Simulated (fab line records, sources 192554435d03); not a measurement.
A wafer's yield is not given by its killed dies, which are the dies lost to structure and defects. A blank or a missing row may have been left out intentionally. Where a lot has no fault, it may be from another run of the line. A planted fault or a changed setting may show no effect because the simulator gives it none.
fab line records :: flow n5-finfet
record
  lots=4
  wafers=12
  last-day=18
route steps=1938 shown MOL_CONTACT_COAG@553
lots that met no fault: from a run of the same line without faults
start-h: hours from the record's opening day to when the first of the lot's shown wafers began :: wait-h: hours elapsed since this lot's preceding step :: " the same as in the row above :: L1.1+2: a row that stands for several wafers :: - value missing, or start not given :: * or withheld: withheld :: < > ~ a bound
route shown NAME@n: a module of which the file shows steps, and the number in the route of the first :: usual: mean and standard deviation over wafers with no fault :: same: alike in all rows :: chamber/n: place in a boat :: sites: readings site by site :: _std_site: their standard deviation :: _edge_site: mean of outer sites minus mean of inner sites :: radius-mm: how far each site lies from the wafer's centre :: mask NAME#n: copy n :: behind: the most recent tool/chamber to have shaped the wafer :: hold: cause of the lot's hold/its duration in hours/its outcome :: device: the transistor (n, p or np) that didn't switch :: end of line: the tests these same wafers got at the end of their route :: a step without rows: its recipe alone :: killed: the dies lost at the first sort to structure and to defects; this is not the yield of the wafer :: map: dies across one wafer; x = killed, . = not, _ = none there
set.NAME: the run value of the setting; set.NAME@STEP: its run value at that earlier step :: model.NAME: the simulator's own value behind a step, which no gauge read
lots seen at some steps along the route; tables by step, rows by wafer
services: a tool's chamber out of use, with start hour (start-h, from the record's first day; less than 0 if before it), hours out, and reason
## steps
# step N5_MOL_CONTACT_COAG_SRD_126
# recipe
  dry-time-s=32
  dry=n2-spin
  spin-rpm=1500
# step N5_MOL_CONTACT_COAG_CMP_23
# recipe
  stop-on=SiO2
  t-overpolish-s=1.5
  post-cmp-clean=cu-alkaline
  down-force-psi=2
  platen-rpm=50.289
  pad-velocity-m-s=1.0006
  target-thk-nm=0
# step N5_MOL_CONTACT_COAG_WET_ETCH_26
# recipe
  target=Co
  target-depth-nm=13
# step N5_MOL_CONTACT_COAG_WET_ETCH_116
# recipe
  chemistry=SC1-inhibited
  target-depth-nm=4.6
  dry=ipa-marangoni
  rinse-time-s=30
  rinse-temp-c=23
# step N5_MOL_CONTACT_COAG_ALD_27
# recipe
  material=SiOC
  target-thk-a=170
  temp-c=400
  ald-precursor-family=carbosiloxane
  ald-co-reactant=H2-plasma
  pulse-time-s=1.5
  time-s=2720
  purge-time-s=2
  co-reactant-purge-time-s=2
  ald-cycles=340
  pressure-torr=2
# step N5_MOL_CONTACT_COAG_CMP_28
# recipe
  stop-on=SiNx
  t-overpolish-s=0.85
  post-cmp-clean=alkaline-brush
  down-force-psi=4.15
  platen-rpm=51.8
  pad-velocity-m-s=1.0307
  target-thk-nm=14.522
# step N5_MOL_CONTACT_COAG_ALD_123
# recipe
  material=SiNx
  target-thk-a=50
  temp-c=400
  ald-precursor-family=SiH2I2
  ald-co-reactant=N2/H2-plasma
  pulse-time-s=1
  purge-time-s=2
  co-reactant-purge-time-s=2
  ald-cycles=100
  pressure-torr=2
# step N5_MOL_CONTACT_COAG_PECVD_31
# recipe
  material=SiO2
  target-thk-a=460
  temp-c=400
  precursor=TEOS/O2
  pressure-torr=6.5
  rf-w=withheld
  teos-flow-sccm=withheld
  gas=O2
  flow-sccm=2650
  time-s=8.9
# step N5_MOL_CONTACT_COAG_COAT_75
# recipe
  resist=SOC
  temp-c=250
  time-s=60
  spin-rpm=1500
  resist-thk-nm=60
# step N5_MOL_CONTACT_COAG_COAT_76
# recipe
  resist=SiARC
  temp-c=220
  time-s=60
  spin-rpm=1500
  resist-thk-nm=10
# usual
  spin-speed-rpm=1500.0/0.86
lot.wafer: L337.1
tool: litho-track-03
chamber: 0
start-h: 172.26
wait-h: -
spin-speed-rpm: 1499.5
model.SiARC_of_MOL_CONTACT_COAG_COAT_76.thk-nm: 10

lot.wafer: L337.3
tool: litho-track-03
chamber: 0
start-h: 172.26
wait-h: -
spin-speed-rpm: 1500.0
model.SiARC_of_MOL_CONTACT_COAG_COAT_76.thk-nm: 10

lot.wafer: L337.6
tool: litho-track-03
chamber: 0
start-h: 172.26
wait-h: -
spin-speed-rpm: 1499.3
model.SiARC_of_MOL_CONTACT_COAG_COAT_76.thk-nm: 10

lot.wafer: L338.1
tool: litho-track-03
chamber: 0
start-h: 177.50
wait-h: -
spin-speed-rpm: 1227.2
model.SiARC_of_MOL_CONTACT_COAG_COAT_76.thk-nm: 11

lot.wafer: L338.2
tool: litho-track-03
chamber: 0
start-h: 177.50
wait-h: -
spin-speed-rpm: 1227.5
model.SiARC_of_MOL_CONTACT_COAG_COAT_76.thk-nm: 11

lot.wafer: L338.6
tool: litho-track-03
chamber: 0
start-h: 177.50
wait-h: -
spin-speed-rpm: 1226.2
model.SiARC_of_MOL_CONTACT_COAG_COAT_76.thk-nm: 11

lot.wafer: L340.3
tool: litho-track-03
chamber: 0
start-h: 184.84
wait-h: -
spin-speed-rpm: 1227.4
model.SiARC_of_MOL_CONTACT_COAG_COAT_76.thk-nm: 11

lot.wafer: L340.5
tool: litho-track-03
chamber: 0
start-h: 184.84
wait-h: -
spin-speed-rpm: 1226.8
model.SiARC_of_MOL_CONTACT_COAG_COAT_76.thk-nm: 11

lot.wafer: L340.6
tool: litho-track-03
chamber: 0
start-h: 184.84
wait-h: -
spin-speed-rpm: 1226.2
model.SiARC_of_MOL_CONTACT_COAG_COAT_76.thk-nm: 11

lot.wafer: L345.1
tool: litho-track-05
chamber: 0
start-h: 222.92
wait-h: -
spin-speed-rpm: 1500.9
model.SiARC_of_MOL_CONTACT_COAG_COAT_76.thk-nm: 10

lot.wafer: L345.2
tool: litho-track-05
chamber: 0
start-h: 222.92
wait-h: -
spin-speed-rpm: 1500.4
model.SiARC_of_MOL_CONTACT_COAG_COAT_76.thk-nm: 10

lot.wafer: L345.6
tool: litho-track-05
chamber: 0
start-h: 222.92
wait-h: -
spin-speed-rpm: 1500.5
model.SiARC_of_MOL_CONTACT_COAG_COAT_76.thk-nm: 10
# step N5_MOL_CONTACT_COAG_COAT_77
# recipe
  resist=underlayer
  temp-c=205
  time-s=60
  spin-rpm=1500
  resist-thk-nm=10
# step N5_MOL_CONTACT_COAG_COAT_78
# recipe
  resist=CAR-EUV
  spin-rpm=1500
  resist-thk-nm=40
# step N5_MOL_CONTACT_COAG_EBR_80
# recipe
  solvent=PGMEA
  ebr-width-mm=1.5
# step N5_MOL_CONTACT_COAG_SOFTBAKE_79
# recipe
  temp-c=110
  time-s=60
  resist=CAR-EUV
# step N5_MOL_CONTACT_COAG_EXPOSE_81
# recipe
  mask-id=VG
  na=0.33
  source-shape=annular
  sigma-inner=0.3
  sigma-outer=0.7
  polarization=unpolarized
  defocus-nm=0
  dose-mj=59.5
# step N5_MOL_CONTACT_COAG_PEB_82
# recipe
  peb-temp-c=100
  peb-time-s=60
  resist=CAR-EUV
# step N5_MOL_CONTACT_COAG_DEVELOP_83
# recipe
  develop-time-s=30
  developer=TMAH
  resist=CAR-EUV
  rinse-liquid=surfactant-rinse
  dry=air-spin
  dev-temp-c=23
# step N5_MOL_CONTACT_COAG_DESCUM_88
# recipe
  chemistry=O2
  time-s=7
  source-power-w=50
  bias-power-w=20
  pressure-mtorr=20
  rf-frequency-hz=2.712e+07
  temp-c=40
  resist=CAR-EUV
  o2-flow-sccm=225
# step N5_MOL_CONTACT_COAG_ETCH_89
# recipe
  chemistry=N2/H2
  target=underlayer
  target-depth-a=130
  mask-material=CAR-EUV
  time-s=10.4
  ion-energy-ev=200
  pressure-mtorr=30
  source-w=840
  bias-w=150
  n2-flow-sccm=200
  h2-flow-sccm=200
  ends=cleared
# step N5_MOL_CONTACT_COAG_ETCH_90
# recipe
  chemistry=CF4
  target=SiARC
  target-depth-a=130
  mask-material=CAR-EUV
  time-s=21.7
  ion-energy-ev=80
  pressure-mtorr=40
  source-w=545
  bias-w=36
  Ar_flow_sccm=100
  cf4-flow-sccm=100
  ends=cleared
# usual
  cf4-flow-sccm=100.02/0.29
  drypump-motor-current-A=5.7/0.41
  etch-rf-on-time-s=21.4/0.53
  mfc-ar-sccm=100.0/0.31
  oes-product-au=0.71/0.081
  rf-vpp-V=184.1/1.5
  showerhead-plenum-p-Torr=2.15/0.098
  throttle-valve-pct=15.59/0.22
lot.wafer: L337.1
tool: rie-diel-05
chamber: 2
start-h: 172.71
wait-h: 0.0
cf4-flow-sccm: 100.03
drypump-motor-current-A: 5.7
etch-rf-on-time-s: 21.8
mfc-ar-sccm: 99.9
oes-product-au: 0.73
rf-hours-counter-h: 51
rf-vpp-V: 185.8
showerhead-plenum-p-Torr: 2.26
throttle-valve-pct: 15.45
model.etch.depth-nm: 9.977
model.CAR-EUV_of_MOL_CONTACT_COAG_COAT_78.thk-nm: 17.2

lot.wafer: L337.3
tool: rie-diel-05
chamber: 0
start-h: 172.71
wait-h: 0.0
cf4-flow-sccm: 99.73
drypump-motor-current-A: 5.6
etch-rf-on-time-s: 21.4
mfc-ar-sccm: 100.3
oes-product-au: 0.68
rf-hours-counter-h: 115
rf-vpp-V: 182.8
showerhead-plenum-p-Torr: 1.98
throttle-valve-pct: 15.86
model.etch.depth-nm: 9.969
model.CAR-EUV_of_MOL_CONTACT_COAG_COAT_78.thk-nm: 16.8

lot.wafer: L337.6
tool: rie-diel-05
chamber: 1
start-h: 172.71
wait-h: 0.0
cf4-flow-sccm: 99.83
drypump-motor-current-A: 5.5
etch-rf-on-time-s: 21.8
mfc-ar-sccm: 100.0
oes-product-au: 0.80
rf-hours-counter-h: -
rf-vpp-V: 183.3
showerhead-plenum-p-Torr: 2.12
throttle-valve-pct: 15.45
model.etch.depth-nm: 9.966
model.CAR-EUV_of_MOL_CONTACT_COAG_COAT_78.thk-nm: 17

lot.wafer: L338.1
tool: rie-diel-01
chamber: 1
start-h: 178.08
wait-h: 0.0
cf4-flow-sccm: 100.76
drypump-motor-current-A: 5.8
etch-rf-on-time-s: 23.3
mfc-ar-sccm: 99.8
oes-product-au: 0.76
rf-hours-counter-h: 58
rf-vpp-V: 183.0
showerhead-plenum-p-Torr: 2.10
throttle-valve-pct: 15.43
model.etch.depth-nm: 11.05
model.CAR-EUV_of_MOL_CONTACT_COAG_COAT_78.thk-nm: 16.2

lot.wafer: L338.2
tool: rie-diel-01
chamber: 0
start-h: 178.08
wait-h: 0.0
cf4-flow-sccm: 100.09
drypump-motor-current-A: 5.6
etch-rf-on-time-s: 24.8
mfc-ar-sccm: 99.9
oes-product-au: 0.74
rf-hours-counter-h: 22
rf-vpp-V: 184.0
showerhead-plenum-p-Torr: 2.10
throttle-valve-pct: 15.48
model.etch.depth-nm: 11.03
model.CAR-EUV_of_MOL_CONTACT_COAG_COAT_78.thk-nm: 16.2

lot.wafer: L338.6
tool: rie-diel-01
chamber: 0
start-h: 178.08
wait-h: 0.0
cf4-flow-sccm: 99.55
drypump-motor-current-A: 5.6
etch-rf-on-time-s: 24.6
mfc-ar-sccm: 100.5
oes-product-au: 0.75
rf-hours-counter-h: -
rf-vpp-V: 185.7
showerhead-plenum-p-Torr: 2.10
throttle-valve-pct: 15.48
model.etch.depth-nm: 11.03
model.CAR-EUV_of_MOL_CONTACT_COAG_COAT_78.thk-nm: 16.2

lot.wafer: L340.3
tool: rie-diel-05
chamber: 0
start-h: 185.39
wait-h: 0.0
cf4-flow-sccm: 100.14
drypump-motor-current-A: 5.5
etch-rf-on-time-s: 23.9
mfc-ar-sccm: 100.1
oes-product-au: 0.68
rf-hours-counter-h: 119
rf-vpp-V: 184.0
showerhead-plenum-p-Torr: 1.97
throttle-valve-pct: 15.85
model.etch.depth-nm: 11.08
model.CAR-EUV_of_MOL_CONTACT_COAG_COAT_78.thk-nm: 15.8

lot.wafer: L340.5
tool: rie-diel-05
chamber: 2
start-h: 185.39
wait-h: 0.0
cf4-flow-sccm: 99.64
drypump-motor-current-A: 5.6
etch-rf-on-time-s: 24.2
mfc-ar-sccm: 100.1
oes-product-au: 0.72
rf-hours-counter-h: -
rf-vpp-V: 186.0
showerhead-plenum-p-Torr: 2.26
throttle-valve-pct: 15.45
model.etch.depth-nm: 11.07
model.CAR-EUV_of_MOL_CONTACT_COAG_COAT_78.thk-nm: 16

lot.wafer: L340.6
tool: rie-diel-05
chamber: 1
start-h: 185.39
wait-h: 0.0
cf4-flow-sccm: 99.84
drypump-motor-current-A: 5.5
etch-rf-on-time-s: 24.5
mfc-ar-sccm: 99.8
oes-product-au: 0.78
rf-hours-counter-h: -
rf-vpp-V: 184.8
showerhead-plenum-p-Torr: 2.11
throttle-valve-pct: 15.46
model.etch.depth-nm: 11.08
model.CAR-EUV_of_MOL_CONTACT_COAG_COAT_78.thk-nm: 15.8

lot.wafer: L345.1
tool: rie-diel-03
chamber: 0
start-h: 223.93
wait-h: 0.0
cf4-flow-sccm: 99.96
drypump-motor-current-A: 5.6
etch-rf-on-time-s: 21.4
mfc-ar-sccm: 99.5
oes-product-au: 0.80
rf-hours-counter-h: 14
rf-vpp-V: 185.7
showerhead-plenum-p-Torr: 2.28
throttle-valve-pct: 15.25
model.etch.depth-nm: 10.02
model.CAR-EUV_of_MOL_CONTACT_COAG_COAT_78.thk-nm: 17

lot.wafer: L345.2
tool: rie-diel-03
chamber: 3
start-h: 223.93
wait-h: 0.0
cf4-flow-sccm: 100.26
drypump-motor-current-A: 6.4
etch-rf-on-time-s: 21.2
mfc-ar-sccm: 99.8
oes-product-au: 0.60
rf-hours-counter-h: 204
rf-vpp-V: 183.3
showerhead-plenum-p-Torr: 2.12
throttle-valve-pct: 15.52
model.etch.depth-nm: 10.01
model.CAR-EUV_of_MOL_CONTACT_COAG_COAT_78.thk-nm: 17.2

lot.wafer: L345.6
tool: rie-diel-03
chamber: 1
start-h: 223.93
wait-h: 0.0
cf4-flow-sccm: 99.77
drypump-motor-current-A: 5.4
etch-rf-on-time-s: 20.9
mfc-ar-sccm: 99.9
oes-product-au: 0.74
rf-hours-counter-h: -
rf-vpp-V: 184.9
showerhead-plenum-p-Torr: 2.24
throttle-valve-pct: 15.55
model.etch.depth-nm: 10.04
model.CAR-EUV_of_MOL_CONTACT_COAG_COAT_78.thk-nm: 17
# step N5_MOL_CONTACT_COAG_ALD_131
# recipe
  material=SiO2
  target-thk-a=50
  temp-c=100
  ald-precursor-family=BDEAS
  ald-co-reactant=O2-plasma
  pulse-time-s=1
  co-reactant-pulse-time-s=1
  purge-time-s=2
  co-reactant-purge-time-s=2
  ald-cycles=35
  pressure-torr=2
# step N5_MOL_CONTACT_COAG_ETCHBACK_132
# recipe
  chemistry=CHF3
  target=SiO2
  target-depth-a=100
  time-s=6.7
  ion-energy-ev=200
  pressure-mtorr=30
  source-w=610
  bias-w=170
  Ar_flow_sccm=200
  CHF3_flow_sccm=50
# usual
  drypump-motor-current-A=5.8/0.39
  mfc-ar-sccm=199.8/0.58
  oes-product-au=0.82/0.095
  rf-vpp-V=532/9.4
  showerhead-plenum-p-Torr=2.38/0.11
  throttle-valve-pct=18.71/0.21
lot.wafer: L337.1
tool: rie-diel-05
chamber: 3
start-h: 173.08
wait-h: 0.2
drypump-motor-current-A: 5.5
mfc-ar-sccm: 200.0
oes-product-au: 0.69
rf-hours-counter-h: 237
rf-vpp-V: 533
showerhead-plenum-p-Torr: 2.45
throttle-valve-pct: 19.02
model.CAR-EUV_of_MOL_CONTACT_COAG_COAT_78.thk-nm: 15.8

lot.wafer: L337.3
tool: rie-diel-05
chamber: 2
start-h: 173.08
wait-h: 0.2
drypump-motor-current-A: 5.6
mfc-ar-sccm: 199.9
oes-product-au: 0.85
rf-hours-counter-h: 51
rf-vpp-V: 536
showerhead-plenum-p-Torr: 2.50
throttle-valve-pct: 18.48
model.CAR-EUV_of_MOL_CONTACT_COAG_COAT_78.thk-nm: 15.4

lot.wafer: L337.6
tool: rie-diel-05
chamber: 3
start-h: 173.08
wait-h: 0.2
drypump-motor-current-A: 5.5
mfc-ar-sccm: 200.2
oes-product-au: 0.69
rf-hours-counter-h: -
rf-vpp-V: 534
showerhead-plenum-p-Torr: 2.45
throttle-valve-pct: 19.03
model.CAR-EUV_of_MOL_CONTACT_COAG_COAT_78.thk-nm: 15.6

lot.wafer: L338.1
tool: rie-diel-03
chamber: 1
start-h: 178.35
wait-h: 0.1
drypump-motor-current-A: 5.5
mfc-ar-sccm: 200.9
oes-product-au: 0.89
rf-hours-counter-h: 52
rf-vpp-V: 541
showerhead-plenum-p-Torr: 2.52
throttle-valve-pct: 18.75
model.CAR-EUV_of_MOL_CONTACT_COAG_COAT_78.thk-nm: 14.6

lot.wafer: L338.2
tool: rie-diel-03
chamber: 3
start-h: 178.35
wait-h: 0.1
drypump-motor-current-A: 6.4
mfc-ar-sccm: 200.0
oes-product-au: 0.72
rf-hours-counter-h: 189
rf-vpp-V: 541
showerhead-plenum-p-Torr: 2.35
throttle-valve-pct: 18.52
model.CAR-EUV_of_MOL_CONTACT_COAG_COAT_78.thk-nm: 14.6

lot.wafer: L338.6
tool: rie-diel-03
chamber: 1
start-h: 178.35
wait-h: 0.1
drypump-motor-current-A: 5.5
mfc-ar-sccm: 201.2
oes-product-au: 0.89
rf-hours-counter-h: -
rf-vpp-V: 541
showerhead-plenum-p-Torr: 2.52
throttle-valve-pct: 18.76
model.CAR-EUV_of_MOL_CONTACT_COAG_COAT_78.thk-nm: 14.8

lot.wafer: L340.3
tool: rie-diel-01
chamber: 1
start-h: 186.21
wait-h: 0.1
drypump-motor-current-A: 5.8
mfc-ar-sccm: 200.1
oes-product-au: 0.88
rf-hours-counter-h: 60
rf-vpp-V: 518
showerhead-plenum-p-Torr: 2.33
throttle-valve-pct: 18.55
model.CAR-EUV_of_MOL_CONTACT_COAG_COAT_78.thk-nm: 14.4

lot.wafer: L340.5
tool: rie-diel-01
chamber: 2
start-h: 186.21
wait-h: 0.1
drypump-motor-current-A: 5.1
mfc-ar-sccm: 198.8
oes-product-au: 0.94
rf-hours-counter-h: -
rf-vpp-V: 542
showerhead-plenum-p-Torr: 2.32
throttle-valve-pct: 18.37
model.CAR-EUV_of_MOL_CONTACT_COAG_COAT_78.thk-nm: 14.6

lot.wafer: L340.6
tool: rie-diel-01
chamber: 1
start-h: 186.21
wait-h: 0.1
drypump-motor-current-A: 5.8
mfc-ar-sccm: 200.0
oes-product-au: 0.89
rf-hours-counter-h: -
rf-vpp-V: 518
showerhead-plenum-p-Torr: 2.33
throttle-valve-pct: 18.55
model.CAR-EUV_of_MOL_CONTACT_COAG_COAT_78.thk-nm: 14.4

lot.wafer: L345.1
tool: rie-diel-05
chamber: 1
start-h: 224.19
wait-h: 0.1
drypump-motor-current-A: 5.6
mfc-ar-sccm: 200.5
oes-product-au: 0.88
rf-hours-counter-h: 28
rf-vpp-V: 513
showerhead-plenum-p-Torr: 2.34
throttle-valve-pct: 18.66
model.CAR-EUV_of_MOL_CONTACT_COAG_COAT_78.thk-nm: 15.6

lot.wafer: L345.2
tool: rie-diel-05
chamber: 2
start-h: 224.19
wait-h: 0.1
drypump-motor-current-A: 5.6
mfc-ar-sccm: 199.5
oes-product-au: 0.83
rf-hours-counter-h: 71
rf-vpp-V: 536
showerhead-plenum-p-Torr: 2.49
throttle-valve-pct: 18.53
model.CAR-EUV_of_MOL_CONTACT_COAG_COAT_78.thk-nm: 15.6

lot.wafer: L345.6
tool: rie-diel-05
chamber: 1
start-h: 224.19
wait-h: 0.1
drypump-motor-current-A: 5.6
mfc-ar-sccm: 200.2
oes-product-au: 0.88
rf-hours-counter-h: -
rf-vpp-V: 516
showerhead-plenum-p-Torr: 2.35
throttle-valve-pct: 18.66
model.CAR-EUV_of_MOL_CONTACT_COAG_COAT_78.thk-nm: 15.6
# step N5_MOL_CONTACT_COAG_ETCH_91
# recipe
  chemistry=N2/H2
  target=SOC
  target-depth-a=600
  overetch-a=210
  mask-material=SiARC
  temp-c=40
  time-s=101.2
  ion-energy-ev=200
  pressure-mtorr=30
  source-w=840
  bias-w=150
  n2-flow-sccm=200
  h2-flow-sccm=200
# usual
  drypump-motor-current-A=5.8/0.39
  oes-product-au=0.69/0.075
  rf-vpp-V=524/3.2
  showerhead-plenum-p-Torr=2.54/0.11
  throttle-valve-pct=17.80/0.23
lot.wafer: L337.1
tool: rie-diel-05
chamber: 3
start-h: 173.11
wait-h: 0.0
drypump-motor-current-A: 5.5
oes-product-au: 0.58
rf-hours-counter-h: 237
rf-vpp-V: 526
showerhead-plenum-p-Torr: 2.62
throttle-valve-pct: 18.05
model.SiARC_of_MOL_CONTACT_COAG_COAT_76.thk-nm: 5.6

lot.wafer: L337.3
tool: rie-diel-05
chamber: 2
start-h: 173.11
wait-h: 0.0
drypump-motor-current-A: 5.7
oes-product-au: 0.73
rf-hours-counter-h: 51
rf-vpp-V: 527
showerhead-plenum-p-Torr: 2.67
throttle-valve-pct: 17.59
model.SiARC_of_MOL_CONTACT_COAG_COAT_76.thk-nm: 5.8

lot.wafer: L337.6
tool: rie-diel-05
chamber: 3
start-h: 173.11
wait-h: 0.0
drypump-motor-current-A: 5.5
oes-product-au: 0.58
rf-hours-counter-h: -
rf-vpp-V: 527
showerhead-plenum-p-Torr: 2.62
throttle-valve-pct: 18.07
model.SiARC_of_MOL_CONTACT_COAG_COAT_76.thk-nm: 5.6

lot.wafer: L338.1
tool: rie-diel-03
chamber: 1
start-h: 178.39
wait-h: 0.0
drypump-motor-current-A: 5.5
oes-product-au: 0.72
rf-hours-counter-h: 52
rf-vpp-V: 529
showerhead-plenum-p-Torr: 2.72
throttle-valve-pct: 17.96
model.SiARC_of_MOL_CONTACT_COAG_COAT_76.thk-nm: 6.6

lot.wafer: L338.2
tool: rie-diel-03
chamber: 3
start-h: 178.39
wait-h: 0.0
drypump-motor-current-A: 6.4
oes-product-au: 0.59
rf-hours-counter-h: 189
rf-vpp-V: 524
showerhead-plenum-p-Torr: 2.51
throttle-valve-pct: 17.50
model.SiARC_of_MOL_CONTACT_COAG_COAT_76.thk-nm: 6.6

lot.wafer: L338.6
tool: rie-diel-03
chamber: 1
start-h: 178.39
wait-h: 0.0
drypump-motor-current-A: 5.5
oes-product-au: 0.72
rf-hours-counter-h: -
rf-vpp-V: 527
showerhead-plenum-p-Torr: 2.71
throttle-valve-pct: 17.97
model.SiARC_of_MOL_CONTACT_COAG_COAT_76.thk-nm: 6.6

lot.wafer: L340.3
tool: rie-diel-01
chamber: 1
start-h: 186.24
wait-h: 0.0
drypump-motor-current-A: 5.8
oes-product-au: 0.74
rf-hours-counter-h: 60
rf-vpp-V: 522
showerhead-plenum-p-Torr: 2.49
throttle-valve-pct: 17.84
model.SiARC_of_MOL_CONTACT_COAG_COAT_76.thk-nm: 6.8

lot.wafer: L340.5
tool: rie-diel-01
chamber: 2
start-h: 186.24
wait-h: 0.0
drypump-motor-current-A: 5.1
oes-product-au: 0.77
rf-hours-counter-h: -
rf-vpp-V: 522
showerhead-plenum-p-Torr: 2.47
throttle-valve-pct: 17.30
model.SiARC_of_MOL_CONTACT_COAG_COAT_76.thk-nm: 6.6

lot.wafer: L340.6
tool: rie-diel-01
chamber: 1
start-h: 186.24
wait-h: 0.0
drypump-motor-current-A: 5.8
oes-product-au: 0.73
rf-hours-counter-h: -
rf-vpp-V: 521
showerhead-plenum-p-Torr: 2.49
throttle-valve-pct: 17.84
model.SiARC_of_MOL_CONTACT_COAG_COAT_76.thk-nm: 6.8

lot.wafer: L345.1
tool: rie-diel-05
chamber: 1
start-h: 224.23
wait-h: 0.0
drypump-motor-current-A: 5.6
oes-product-au: 0.74
rf-hours-counter-h: 28
rf-vpp-V: 521
showerhead-plenum-p-Torr: 2.49
throttle-valve-pct: 17.76
model.SiARC_of_MOL_CONTACT_COAG_COAT_76.thk-nm: 6

lot.wafer: L345.2
tool: rie-diel-05
chamber: 2
start-h: 224.23
wait-h: 0.0
drypump-motor-current-A: 5.6
oes-product-au: 0.70
rf-hours-counter-h: 71
rf-vpp-V: 528
showerhead-plenum-p-Torr: 2.66
throttle-valve-pct: 17.63
model.SiARC_of_MOL_CONTACT_COAG_COAT_76.thk-nm: 5.8

lot.wafer: L345.6
tool: rie-diel-05
chamber: 1
start-h: 224.23
wait-h: 0.0
drypump-motor-current-A: 5.6
oes-product-au: 0.74
rf-hours-counter-h: -
rf-vpp-V: 522
showerhead-plenum-p-Torr: 2.49
throttle-valve-pct: 17.76
model.SiARC_of_MOL_CONTACT_COAG_COAT_76.thk-nm: 6
# step N5_MOL_CONTACT_COAG_STRIP_92
# recipe
  chemistry=N2/H2
  temp-c=40
  n2-flow-sccm=200
  h2-flow-sccm=200
  rf-frequency-hz=6e+07
## services
tool: rie-diel-03
chamber: 2
start-h: 165.53
hours: 5.8
kind: repair

tool: litho-track-05
chamber: -
start-h: 172.41
hours: -
kind: consumable-replace:filter

tool: rie-diel-05
chamber: 0
start-h: 191.10
hours: 10.4
kind: repair

tool: rie-diel-01
chamber: 2
start-h: 193.46
hours: 18.9
kind: repair

tool: rie-diel-03
chamber: 2
start-h: 206.92
hours: 7.6
kind: repair

tool: rie-diel-05
chamber: 3
start-h: 208.59
hours: -
kind: clean

tool: rie-diel-05
chamber: 3
start-h: 208.59
hours: -
kind: consumable-replace:focus-ring

tool: rie-diel-05
chamber: 3
start-h: 208.59
hours: 21.5
kind: scheduled-down

tool: rie-diel-05
chamber: 3
start-h: 208.59
hours: 21.5
kind: vent-cycle
## key
first-sign
  step=N5_MOL_CONTACT_COAG_COAT_76
  reading=spin-speed-rpm
  direction=down
  sigmas=99+
  usual=*
  struck=*
effect
  step=N5_MOL_CONTACT_COAG_ETCH_90
  reading=etch-rf-on-time-s
  direction=up
  sigmas=5.3
  usual=*
  struck=*
model-effect
  step=N5_MOL_CONTACT_COAG_COAT_76
  value=SiARC_of_MOL_CONTACT_COAG_COAT_76.thk-nm
  without=10
  struck=11
model-effect
  step=N5_MOL_CONTACT_COAG_ETCH_90
  value=etch.depth-nm
  without=10
  struck=11.06
model-effect
  step=N5_MOL_CONTACT_COAG_ETCHBACK_132
  value=CAR-EUV_of_MOL_CONTACT_COAG_COAT_78.thk-nm
  without=15.37
  struck=14.57
model-effect
  step=N5_MOL_CONTACT_COAG_ETCH_91
  value=SiARC_of_MOL_CONTACT_COAG_COAT_76.thk-nm
  without=5.6
  struck=6.667
met-at N5_MOL_CONTACT_COAG_COAT_76
struck-wafers L338.1,L338.2,L338.6,L340.3,L340.5,L340.6
tester-left-out L338,L340
onset-between 172.26 177.50
fault
  kind=process-parameter-drift
  tool=litho-track-03
  chamber=-
  onset-h=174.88
  steps=N5_MOL_CONTACT_COAG_COAT_76
  channel=spin-rpm
  offset=*
  shape=step
  end-h=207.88
  acts-in=*
  stated=*
# tester-left-out: of these lots the tester's yield and bins aren't shown, on N5 and GAA mostly nor the transistor test; their killed dies are dies lost to structure and defects alone, not to doping, threshold or leakage, so they don't give the yield
